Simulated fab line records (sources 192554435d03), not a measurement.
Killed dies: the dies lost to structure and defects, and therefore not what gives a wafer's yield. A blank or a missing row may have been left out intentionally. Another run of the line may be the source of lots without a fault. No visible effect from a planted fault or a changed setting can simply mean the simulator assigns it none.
Matching of chambers    flow n5_finfet    N5_BEOL_M8_DEP_56 on pecvd-01: 3 sister chambers
The step deposits SiCN from 3MS/NH3, target thk 10 nm, time 17.5 s. 16 wafers are shown with their chamber, then 8 later ones without.

## EACH WAFER AND ITS CHAMBER
wafer   chamber  showerhead_vpp_V (V)  throttle_valve_pct (%)  showerhead_plenum_p_Torr (Torr)
L076.1  0        875                   9.5                     3.682
L076.2  2        938                   9.4                     3.694
L076.5  0        873                   9.2                     3.677
L080.3  0        885                   9.3                     3.677
L080.5  2        928                   9.6                     3.690
L080.6  1        905                   10.0                    3.673
L082.1  2        909                   9.7                     3.707
L082.3  1        922                   10.1                    3.665
L082.4  0        871                   9.3                     3.683
L083.1  1        932                   10.0                    3.663
L083.3  2        929                   9.4                     3.682
L083.5  2        928                   9.7                     3.696
L086.1  2        927                   9.6                     3.709
L086.3  1        933                   9.9                     3.657
L086.4  2        941                   9.6                     3.698
L085.1  1        923                   9.9                     3.654

SIGNATURES (means of the wafers above)
reading                   chamber 0  chamber 1  chamber 2  scatter within a chamber
showerhead_vpp_V          876.00     923.00     928.57     9.81
throttle_valve_pct        9.325      9.980      9.571      0.114
showerhead_plenum_p_Torr  3.67975    3.66240    3.69657    0.00773
Rule: a wafer's distance from a chamber is the root of the sum, over the readings, of the square of ((its reading less the chamber's mean) divided by the reading's scatter). The wafer belongs to the nearest chamber; if the next one is less than 2 further off, it can't be placed. The scatter: take each reading less its chamber's mean, square it, sum over the shown wafers, divide by the number of wafers less the number of chambers, and take the root.

## WAFERS WITHOUT THEIR CHAMBER
wafer   showerhead_vpp_V (V)  throttle_valve_pct (%)  showerhead_plenum_p_Torr (Torr)
L085.4  940                   9.4                     3.691
L085.5  867                   9.5                     3.687
L089.2  934                   9.4                     3.697
L089.3  919                   10.2                    3.665
L089.4  940                   9.5                     3.695
L092.1  910                   10.0                    3.672
L092.5  915                   9.9                     3.663
L092.6  941                   9.5                     3.699

## WHICH CHAMBER EACH WENT THROUGH
wafer   from the rows above  in truth
L085.4  2                    2
L085.5  0                    0
L089.2  2                    2
L089.3  1                    1
L089.4  2                    2
L092.1  1                    1
L092.5  1                    1
L092.6  2                    2
Correct placement for 8 of the 8. Left unplaced by these rows: 0. Placed wrongly: 0.
